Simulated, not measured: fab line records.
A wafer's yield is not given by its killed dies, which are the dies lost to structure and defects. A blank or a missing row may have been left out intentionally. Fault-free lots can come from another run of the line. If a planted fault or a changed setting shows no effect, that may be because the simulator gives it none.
Chamber matching -- flow n5 finfet -- rie diel-04 running N5_BEOL_M4_ETCH_69: 4 sister chambers
The step etches SiARC in CF4, target depth 15.6 nm, time 26 s. 18 wafers are shown with their chamber, then 9 later ones without.

## WAFERS WITH THEIR CHAMBER
wafer,chamber,showerhead plenum p Torr (Torr),rf vpp V (V),throttle valve pct (%)
L077.1,1,2.12,184.2,15.60
L077.5,1,2.12,183.8,15.63
L077.6,2,2.28,187.0,15.47
L078.1,1,2.12,184.6,15.62
L078.2,0,2.12,183.6,16.07
L078.3,3,2.05,183.1,15.45
L081.1,3,2.04,182.9,15.45
L081.2,2,2.27,184.5,15.50
L081.6,3,2.04,182.8,15.45
L082.2,1,2.12,182.9,15.62
L082.5,3,2.04,183.5,15.47
L082.6,1,2.11,184.4,15.62
L085.3,2,2.27,187.1,15.50
L085.4,3,2.04,182.2,15.49
L085.5,3,2.04,183.2,15.49
L088.1,0,2.11,183.4,15.60
L088.3,2,2.27,185.5,15.52
L088.4,1,2.11,183.1,15.66

SIGNATURES, as means of the wafers listed above
reading,chamber 0,chamber 1,chamber 2,chamber 3,scatter within a chamber
showerhead plenum p Torr,2.1150,2.1167,2.2725,2.0417,0.00494
rf vpp V,183.500,183.833,186.025,182.950,0.763
throttle valve pct,15.8350,15.6250,15.4975,15.4667,0.0909
Rule: a wafer lies at a distance from a chamber equal to the root of the sum of squares, over the readings, of (its reading less the chamber's mean, divided by the reading's scatter). If the next closest chamber is less than 2 further off than the closest, the wafer can't be placed; otherwise it belongs to the closest. How the scatter is found: for the shown wafers, subtract from each reading the mean of its chamber, square and add these, divide the total by (wafers less chambers), then take the root.

## WAFERS WHOSE CHAMBER IS MISSING
wafer,showerhead plenum p Torr (Torr),rf vpp V (V),throttle valve pct (%)
L091.1,2.11,182.2,15.66
L091.5,2.27,185.8,15.52
L091.6,2.11,184.4,15.67
L090.1,2.11,182.8,15.67
L090.3,2.03,182.4,15.51
L090.5,2.03,182.6,15.51
L092.1,2.11,184.8,15.68
L092.2,2.03,183.3,15.51
L092.3,2.26,184.6,15.55

## WHICH CHAMBER EACH WENT THROUGH
wafer,from the rows above,in truth
L091.1,can't be placed: 1 or 0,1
L091.5,2,2
L091.6,can't be placed: 1 or 0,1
L090.1,can't be placed: 1 or 0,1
L090.3,3,3
L090.5,3,3
L092.1,can't be placed: 1 or 0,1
L092.2,3,3
L092.3,2,2
5 of 9 placed correctly. Unplaceable from these rows: 4, with the true chamber sitting among the candidates in 4. Placed wrongly: 0.
